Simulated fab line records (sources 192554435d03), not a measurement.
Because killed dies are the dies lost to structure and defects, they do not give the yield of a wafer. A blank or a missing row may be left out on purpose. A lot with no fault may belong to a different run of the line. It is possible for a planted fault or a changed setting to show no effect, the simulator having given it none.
Which tool is to blame? | flow n5Finfet | 26 wafers from 9 lots sampled at 6 of the route's 1938 steps

## WHAT EACH GAUGE READ, for each wafer
N5_BEOL_M3_INSPECT_13: inspects for defects (brightfield). Usual: rawDefectCount reads 402 (standard deviation 86).
lot  | measured     | on               | rawDefectCount | flag
L492 | day 7 08:27  | defectInspect-01 | 289 297 250    | 
L495 | day 7 20:01  | defectInspect-02 | 360 728 527    | 
L496 | day 8 01:59  | defectInspect-02 | 359 259 351    | 
L507 | day 11 00:53 | defectInspect-01 | 372 362 315    | 
L508 | day 11 08:31 | defectInspect-02 | 394 333 415    | 
L510 | day 11 20:41 | defectInspect-02 | 499 408        | 
L512 | day 11 23:38 | defectInspect-02 | 398 373 538    | 
L514 | day 12 17:20 | defectInspect-02 | 411 376 451    | 
L515 | day 12 20:25 | defectInspect-01 | 341 555 361    | 

N5_BEOL_M3_OVL_MEAS_29. Usual: V2_OVL typically reads 0.4 nm, with standard deviation 0.66.
lot  | measured     | on         | V2_OVL (nm)   | flag
L492 | day 7 09:26  | overlay-01 | 0.9 0.0 0.9   | 
L495 | day 7 20:57  | overlay-02 | 0.8 1.0 1.3   | 
L496 | day 8 03:04  | overlay-02 | 0.4 -0.5 -0.3 | 
L507 | day 11 02:10 | overlay-02 | -0.4 0.9 0.3  | 
L508 | day 11 09:27 | overlay-01 | -0.2 1.0 0.3  | 
L510 | day 11 21:38 | overlay-02 | 1.3 0.6       | 
L512 | day 12 00:34 | overlay-02 | 0.4 0.7 0.1   | 
L514 | day 12 18:27 | overlay-02 | 0.3 0.9 -0.2  | 
L515 | day 12 21:29 | overlay-01 | 0.5 1.0 -0.5  | 

N5_BEOL_M4_RC_MEAS_101. Usual: DIBL_N 36.1 mV/V, standard deviation 2; DIBL_P 36.3 mV/V, standard deviation 2.4; IOFF_N 0.15 nA/um, standard deviation 0.035; IOFF_P 0.21 nA/um, standard deviation 0.039; ION_N 672 uA/um, standard deviation 15; ION_P 463 uA/um, standard deviation 9.7; SS_N 71.5 mV/dec, standard deviation 0.7; SS_P 73.2 mV/dec, standard deviation 0.75; VT_N 251 mV, standard deviation 3.6; VT_P -250 mV, standard deviation 3.8.
lot  | measured     | on        | DIBL_N (mV/V)  | DIBL_P (mV/V)  | IOFF_N (nA/um) | IOFF_P (nA/um) | ION_N (uA/um) | ION_P (uA/um) | SS_N (mV/dec)  | SS_P (mV/dec)  | VT_N (mV)   | VT_P (mV)      | flag
L492 | day 8 06:25  | prober-01 | 33.8 35.8 36.9 | 33.2 36.5 37.2 | 0.12 0.14 0.15 | 0.18 0.22 0.24 | 676 670 669   | 466 468 466   | 70.3 71.2 71.5 | 72.8 73.4 73.8 | 255 252 253 | -252 -247 -248 | 
L495 | day 9 00:01  | prober-02 | 35.3 31.4 32.5 | 37.2 32.2 32.9 | 0.12 0.08 0.08 | 0.16 0.11 0.11 | 675 637 631   | 453 439 434   | 71.4 69.7 70.5 | 73.3 71.6 72.3 | 253 260 261 | -258 -262 -262 | 
L496 | day 9 04:03  | prober-01 | 34.1 37.2 35.7 | 36.1 39.6 36.1 | 0.14 0.17 0.15 | 0.20 0.26 0.19 | 670 664 660   | 461 463 458   | 71.1 71.7 72.0 | 72.7 73.7 72.8 | 248 250 251 | -250 -250 -252 | 
L507 | day 11 23:55 | prober-01 | 35.3 39.3 34.5 | 35.0 39.7 34.1 | 0.14 0.23 0.14 | 0.22 0.30 0.21 | 673 675 684   | 471 467 477   | 71.3 72.1 70.8 | 72.7 73.5 72.3 | 249 247 248 | -248 -242 -248 | 
L508 | day 12 12:00 | prober-02 | 33.3 38.0 34.9 | 33.1 38.7 33.5 | 0.13 0.20 0.13 | 0.18 0.27 0.17 | 667 680 664   | 452 462 451   | 70.4 72.8 72.6 | 72.3 73.7 73.3 | 250 247 253 | -254 -248 -250 | 
L510 | day 12 20:33 | prober-02 | 40.0 42.3      | 41.2 42.9      | 0.21 0.26      | 0.27 0.31      | 683 692       | 461 468       | 72.2 73.1      | 74.7 75.0      | 249 243     | -249 -245      | 
L512 | day 12 23:37 | prober-02 | 36.1 34.5 33.7 | 38.5 35.5 33.6 | 0.17 0.14 0.12 | 0.24 0.20 0.17 | 673 666 662   | 474 462 456   | 71.7 72.0 71.0 | 74.1 73.4 72.7 | 250 250 252 | -250 -251 -255 | 
L514 | day 13 23:06 | prober-01 | 36.3 39.6 36.0 | 35.1 39.1 34.1 | 0.13 0.19 0.12 | 0.21 0.27 0.19 | 647 680 656   | 451 464 458   | 71.1 72.3 71.3 | 72.2 73.1 72.6 | 254 246 256 | -247 -248 -253 | 
L515 | day 13 18:54 | prober-02 | 37.6 35.1 38.3 | 36.7 33.4 38.3 | 0.17 0.13 0.19 | 0.24 0.19 0.27 | 673 661 701   | 467 461 481   | 71.1 70.7 71.2 | 74.5 72.1 73.5 | 249 252 247 | -247 -249 -243 | 

## TOOL THAT RAN EACH LOT (tool first, then ch and the chambers of the sampled wafers, then the start)
lot  | N5_BEOL_M3_ETCH_64                | N5_BEOL_M3_COAT_68               | N5_BEOL_M3_ETCH_69
L492 | rieDiel-03 ch 1,3, day 7 08:39    | lithoTrack-05 ch 0, day 7 09:07  | rieDiel-03 ch 1,3, day 7 09:43
L495 | rieDiel-06 ch 0,2,3, day 7 20:07  | lithoTrack-05 ch 0, day 7 20:31  | rieDiel-06 ch 1,2,3, day 7 21:05
L496 | rieDiel-02 ch 0,2,3, day 8 02:17  | lithoTrack-05 ch 0, day 8 02:45  | rieDiel-06 ch 0,1,2, day 8 03:12
L507 | rieDiel-06 ch 0,2, day 11 01:24   | lithoTrack-05 ch 0, day 11 01:51 | rieDiel-02 ch 1,2,3, day 11 02:19
L508 | rieDiel-02 ch 0,2, day 11 08:38   | lithoTrack-05 ch 0, day 11 09:01 | rieDiel-06 ch 1,2,3, day 11 09:35
L510 | rieDiel-02 ch 0,3, day 11 20:48   | lithoTrack-05 ch 0, day 11 21:11 | rieDiel-02 ch 2,3, day 11 21:46
L512 | rieDiel-02 ch 0,1, day 11 23:44   | lithoTrack-05 ch 0, day 12 00:15 | rieDiel-02 ch 0,1,3, day 12 00:47
L514 | rieDiel-03 ch 0,2, day 12 17:37   | lithoTrack-05 ch 0, day 12 18:02 | rieDiel-02 ch 0,1,3, day 12 18:44
L515 | rieDiel-06 ch 0,1,3, day 12 20:44 | lithoTrack-05 ch 0, day 12 21:07 | rieDiel-03 ch 0,3, day 12 21:37
- N5_BEOL_M3_ETCH_64: etches SOC in N2/H2, target depth 75 nm, overetch 15 nm, time 112.5 s.
- N5_BEOL_M3_COAT_68: time 60 s, resist thk 12 nm.
- N5_BEOL_M3_ETCH_69: etches SiARC in CF4, target depth 15.6 nm, time 26 s.

## AS READ BY THE TOOLS THEMSELVES (means over the sampled wafers that have a number; for cases with no such wafer, the mark the record gives instead)
N5_BEOL_M3_ETCH_64. Usual: drypumpMotorCurrentA 5.9 A, standard deviation 0.47; oesProductAu 0.64 a.u., standard deviation 0.072; rfVppV 523.8 V, standard deviation 2.3; showerheadPlenumPTorr 2.55 Torr, standard deviation 0.073; throttleValvePct 17.7 %, standard deviation 0.34.
lot  | tool       | drypumpMotorCurrentA (A) | oesProductAu (a.u.) | rfVppV (V) | showerheadPlenumPTorr (Torr) | throttleValvePct (%) | flag
L492 | rieDiel-03 | 5.7                      | 0.57                | 524.7      | 2.55                         | 17.9                 | 
L495 | rieDiel-06 | 5.6                      | 0.66                | 524.6      | 2.61                         | 17.9                 | 
L496 | rieDiel-02 | 5.9                      | 0.59                | 522.9      | 2.54                         | 17.9                 | 
L507 | rieDiel-06 | 5.8                      | 0.62                | 523.3      | 2.57                         | 18.1                 | 
L508 | rieDiel-02 | 6.2                      | 0.60                | 524.5      | 2.57                         | 17.7                 | 
L510 | rieDiel-02 | 5.8                      | 0.59                | 524.4      | 2.53                         | 17.5                 | 
L512 | rieDiel-02 | 6.5                      | 0.59                | 524.9      | 2.56                         | 17.6                 | 
L514 | rieDiel-03 | 6.5                      | 0.70                | 523.6      | 2.54                         | 17.4                 | 
L515 | rieDiel-06 | 5.7                      | 0.67                | 523.8      | 2.58                         | 17.7                 | 

N5_BEOL_M3_COAT_68. Usual: spinSpeedRpm reads 1500.1 rpm (standard deviation 0.9).
lot  | tool          | spinSpeedRpm (rpm) | flag
L492 | lithoTrack-05 | 1500.3             | 
L495 | lithoTrack-05 | 1820.0             | OFF
L496 | lithoTrack-05 | 1819.8             | OFF
L507 | lithoTrack-05 | 1499.6             | 
L508 | lithoTrack-05 | 1500.3             | 
L510 | lithoTrack-05 | 1499.7             | 
L512 | lithoTrack-05 | 1500.5             | 
L514 | lithoTrack-05 | 1500.5             | 
L515 | lithoTrack-05 | 1500.5             | 

N5_BEOL_M3_ETCH_69. Usual: cf4FlowSccm 99.99 sccm (standard deviation 0.27); drypumpMotorCurrentA 5.9 A (standard deviation 0.48); etchRfOnTimeS 26.3 s (standard deviation 0.88); oesProductAu 0.69 a.u. (standard deviation 0.084); rfVppV 184.2 V (standard deviation 1.1); showerheadPlenumPTorr 2.15 Torr (standard deviation 0.058); throttleValvePct 15.56 % (standard deviation 0.27).
lot  | tool       | cf4FlowSccm (sccm) | drypumpMotorCurrentA (A) | etchRfOnTimeS (s) | oesProductAu (a.u.) | rfVppV (V) | showerheadPlenumPTorr (Torr) | throttleValvePct (%) | flag
L492 | rieDiel-03 | 99.90              | 5.7                      | 26.0              | 0.63                | 184.0      | 2.12                         | 15.93                | 
L495 | rieDiel-06 | 100.10             | 5.4                      | 24.0              | 0.74                | 184.3      | 2.17                         | 15.54                | 
L496 | rieDiel-06 | 100.05             | 5.7                      | 23.7              | 0.72                | 184.3      | 2.15                         | 15.71                | 
L507 | rieDiel-02 | 100.18             | 6.0                      | 25.9              | 0.72                | 183.6      | 2.12                         | 15.47                | 
L508 | rieDiel-06 | 99.97              | 5.4                      | 26.5              | 0.71                | 184.6      | 2.16                         | 15.59                | 
L510 | rieDiel-02 | 100.32             | 5.7                      | 25.7              | 0.73                | 183.7      | 2.10                         | 15.51                | 
L512 | rieDiel-02 | 99.78              | 6.1                      | 26.3              | 0.64                | 184.9      | 2.15                         | 15.51                | 
L514 | rieDiel-02 | 100.12             | 6.1                      | 26.7              | 0.64                | 184.2      | 2.15                         | 15.52                | 
L515 | rieDiel-03 | 100.05             | 6.0                      | 26.7              | 0.70                | 183.9      | 2.11                         | 15.32                | 

## THE ANSWER, worked out from the rows above alone
Rule: take the mean of a lot's wafers that have a number; if it is more than 3 standard deviations from the usual mean, the lot is off. A lot without any number at a reading at which 4 lots or more have one is off too. The other lots that the step has rows for count as sound. After the gauges, taken in route order, come the tools' own readings; for these a lot's mean is taken, as printed above. The first step at which some lot is off is used, and at that step the reading that is off furthest; a lot without a number counts as furthest.
Off: L495, L496, at N5_BEOL_M3_COAT_68 (spinSpeedRpm).
A tool fits if, at that step or a process step before it, it ran every lot that is off, and no sound lot after the first of them. No candidate that was tried fits.

## WHAT HAD BEEN PUT IN BY THE SIMULATOR
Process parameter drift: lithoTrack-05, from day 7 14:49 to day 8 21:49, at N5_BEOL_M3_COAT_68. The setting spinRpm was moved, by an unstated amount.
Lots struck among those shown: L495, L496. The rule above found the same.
